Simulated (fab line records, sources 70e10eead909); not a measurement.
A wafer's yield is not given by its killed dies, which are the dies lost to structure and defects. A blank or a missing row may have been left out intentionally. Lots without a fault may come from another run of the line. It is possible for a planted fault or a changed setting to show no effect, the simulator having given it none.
Matching of chambers | flow nand-harc | 4 sister chambers for NHARC_A_STAIRCASE_DESCUM_252 on rie-diel-13
The step chemistry O2, time 3 s. 14 wafers are shown with their chamber, then 7 later ones without.

## WAFERS PAIRED WITH THEIR CHAMBERS
wafer  | chamber | drypump-motor-current-A (A) | oes-product-au (a.u.) | rf-vpp-V (V)
L080.1 | 2       | 5.2                         | 0.979                 | 57.7
L080.5 | 2       | 5.1                         | 0.987                 | 59.5
L080.6 | 1       | 5.8                         | 1.008                 | 58.2
L082.1 | 0       | 5.9                         | 0.981                 | 57.9
L082.3 | 1       | 5.8                         | 0.987                 | 58.0
L082.4 | 2       | 5.2                         | 0.982                 | 59.2
L086.1 | 3       | 6.1                         | 1.026                 | 56.9
L086.2 | 2       | 5.2                         | 0.975                 | 56.8
L086.4 | 3       | 6.1                         | 1.041                 | 57.0
L089.2 | 3       | 6.0                         | 1.021                 | 57.5
L089.4 | 0       | 5.9                         | 0.967                 | 56.6
L089.6 | 3       | 6.1                         | 1.018                 | 57.2
L091.1 | 2       | 5.2                         | 0.984                 | 60.8
L091.3 | 0       | 5.9                         | 0.973                 | 59.2

SIGNATURES, as means of the wafers listed above
reading                 | chamber 0 | chamber 1 | chamber 2 | chamber 3 | scatter within a chamber
drypump-motor-current-A | 5.900     | 5.800     | 5.180     | 6.075     | 0.0394
oes-product-au          | 0.97367   | 0.99750   | 0.98140   | 1.02650   | 0.00847
rf-vpp-V                | 57.900    | 58.100    | 58.800    | 57.150    | 1.16
Rule: a wafer lies at a distance from a chamber equal to the root of the sum of squares, over the readings, of (its reading less the chamber's mean, divided by the reading's scatter). If the next closest chamber is less than 2 further off than the closest, the wafer can't be placed; otherwise it belongs to the closest. The scatter: the root of (the sum of the squares of (reading less its chamber's mean) over the shown wafers, divided by (wafers less chambers)).

## WAFERS WITH NO CHAMBER GIVEN
wafer  | drypump-motor-current-A (A) | oes-product-au (a.u.) | rf-vpp-V (V)
L091.5 | 5.8                         | 1.000                 | 56.0
L094.1 | 6.1                         | 1.020                 | 57.3
L094.3 | 5.9                         | 0.981                 | 59.1
L094.5 | 6.1                         | 1.021                 | 56.5
L095.1 | 5.9                         | 0.982                 | 57.1
L095.4 | 5.8                         | 0.998                 | 58.3
L095.6 | 6.1                         | 1.021                 | 56.8

## WHICH CHAMBER EACH WENT THROUGH
wafer  | from the rows above     | in truth
L091.5 | 1                       | 1
L094.1 | 3                       | 3
L094.3 | can't be placed: 0 or 1 | 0
L094.5 | 3                       | 3
L095.1 | 0                       | 0
L095.4 | 1                       | 1
L095.6 | 3                       | 3
Placed correctly: 6 of 7. Cannot be placed on the basis of these rows: 1; the candidates contain the true chamber in 1. Wrongly placed: 0.
